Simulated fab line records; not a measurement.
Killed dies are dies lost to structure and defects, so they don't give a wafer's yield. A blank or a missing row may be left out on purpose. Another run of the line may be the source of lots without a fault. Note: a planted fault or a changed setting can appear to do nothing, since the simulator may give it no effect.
A lot that was struck, set against a sound lot	flow n5_finfet	27 out of 1938 route steps
Sound: the wafers L508.1, L508.2, L508.3. Struck: wafer L512.4 (L512.5, L512.6, from the same lot, were not struck and are left out); the cause is given at the end.
Per side, at each step with rows, come the tool, then ch with its chambers, and then its first start. Under that, the readings that differ: sound wafers	struck wafers	difference of the means	sigmas: that difference in standard deviations of wafers without a fault.
alike: readings with means less than 2 such deviations apart, plus words and numbers identical on both sides. not compared: withheld readings, readings lacking a value on some wafer, bounds such as >300 that could conceal the same value, and numbers that have no deviation in the record and whose values overlap.
A row with sigmas, a row that says differs or no value, or rows on one side alone: a step with any of these is where the two part. Non-overlapping numbers with no deviation appear without sigmas and do not part them. A reading that every wafer of one side lacks parts them only if that side has two wafers or more.

first, 2 steps without rows for these wafers: N5_BEOL_M14_PRE_CLEAN_42 (time 30 s); N5_BEOL_M14_SPUTTER_43 (material TaN, target thk 15 nm, time 24.19 s).
N5_BEOL_M14_SPUTTER_44: material Ta, target thk 15 nm, time 24.19 s.
  sound on pvd_sputter-01, day 14 13:22; struck on pvd_sputter-02, day 15 13:34
reading	sound	struck	difference	sigmas
throttle_valve_pct (%)	29.5 30.4 29.6	32.2	+2.4	+3
then, 2 steps without rows for these wafers: N5_BEOL_M14_SPUTTER_45 (material Cu, target thk 100 nm, time 16.67 s); N5_BEOL_M14_ECD_47 (material Cu, target thk 1248 nm).
N5_BEOL_M14_ANNEAL_48: time 90 s.
  sound on rtp_anneal-01 ch 0, day 14 13:45; struck on rtp_anneal-01 ch 0, day 15 14:05
  alike: anneal_temp_c_max, wafer_temp_C_max
N5_BEOL_M14_CMP_49: polishes, stops on SiO2, t overpolish 5.2 s, target thk 560 nm.
  sound on cmp-01 ch 0,2,3, day 14 14:03; struck on cmp-02 ch 2, day 15 14:22
reading	sound	struck	difference	sigmas
motor_current_A (A)	8.1 7.8 8.7	5.8	-2.4	-3
  alike: barrier_field_endpoint_s, overpolish_run_s, time_to_endpoint_s
N5_BEOL_M14_THK_MEAS_50: measures by xrf.
  sound on film_metro-02, day 14 14:20; struck on film_metro-02, day 15 14:33
  alike: M14_THK
then, 1 step without rows for these wafers: N5_BEOL_M14_PRE_CLEAN_52 (time 15 s).
N5_BEOL_M14_DEP_53: deposits SiCN from 3MS/NH3, target thk 50 nm, time 17.8 s.
  sound on pecvd-01 ch 0,1,2, day 14 14:24; struck on pecvd-03 ch 0, day 15 14:38
  alike: showerhead_plenum_p_Torr, throttle_valve_pct
N5_BEOL_M14_RS_MEAS_54: the measuring method here is four-point-probe.
  sound on film_metro-02, day 14 14:28; struck on film_metro-02, day 15 14:41
  alike: M14_RS
N5_BEOL_M14_INSPECT_55: inspects for defects (darkfield).
  sound on defect_inspect-02, day 14 14:30; struck on defect_inspect-01, day 15 14:42
  alike: raw_defect_count
N5_BEOL_M15_ILD_DEP_00: deposits SiO2 from TEOS/O2, target thk 1629.3 nm, time 346.1 s.
  sound on pecvd-03 ch 0,1,2, day 14 14:32; struck on pecvd-04 ch 0, day 15 14:51
  alike: heater_power_outer_w, heater_power_w, showerhead_plenum_p_Torr, throttle_valve_pct
N5_BEOL_M15_THK_MEAS_01:
  sound on film_metro-02, day 14 14:47; struck on film_metro-01, day 15 14:59
  alike: M15_ILD_THK
then, 8 steps without rows for these wafers: N5_BEOL_M15_COAT_58 (time 60 s, resist thk 89 nm); N5_BEOL_M15_COAT_04 (resist thk 800 nm); N5_BEOL_M15_EBR_06; N5_BEOL_M15_SOFTBAKE_05 (time 60 s); N5_BEOL_M15_EXPOSE_07 (exposes mask V14); N5_BEOL_M15_PEB_08 (peb time 90 s); N5_BEOL_M15_DEVELOP_09 (develop time 45 s); N5_BEOL_M15_HARDBAKE_14 (time 120 s).
N5_BEOL_M15_CD_MEAS_10 targets a cd of 360 nm.
  sound on cd_sem-03 ch 0, day 14 15:05; struck on cd_sem-03 ch 0, day 15 15:18
  alike: cd_nm
N5_BEOL_M15_OVL_MEAS_11:
  sound on overlay-01 ch 0, day 14 15:07; struck on overlay-01 ch 0, day 15 15:19
  alike: V14_OVL
N5_BEOL_M15_INSPECT_12: inspects for defects (macro).
  sound on defect_inspect-02, day 14 15:08; struck on defect_inspect-01, day 15 15:21
reading	sound	struck	difference	sigmas
raw_defect_count	0 5 0	9	+7	+5
N5_BEOL_M15_DESCUM_15: chemistry O2, time 7.9 s.
  sound on rie_diel-02 ch 0,1,3, day 14 15:11; struck on rie_diel-03 ch 3, day 15 15:23
reading	sound	struck	difference	sigmas
drypump_motor_current_A (A)	5.4 5.2 5.0	6.3	+1.1	+3
showerhead_plenum_p_Torr (Torr)	2.08 2.04 1.91	2.18	+0.17	+2
  alike: bias_power_w, oes_product_au, rf_vpp_V, throttle_valve_pct
  not compared: rf_hours_counter_h
N5_PASSIVATION_PROBE_49:
  the record has rows for the struck wafers here (prober-02, day 16 14:11) and none for the sound ones

== WHERE THEY PART ==
Last at N5_PASSIVATION_PROBE_49 as far as this record goes, first at N5_BEOL_M14_SPUTTER_44.

WHY: what the simulator had put in
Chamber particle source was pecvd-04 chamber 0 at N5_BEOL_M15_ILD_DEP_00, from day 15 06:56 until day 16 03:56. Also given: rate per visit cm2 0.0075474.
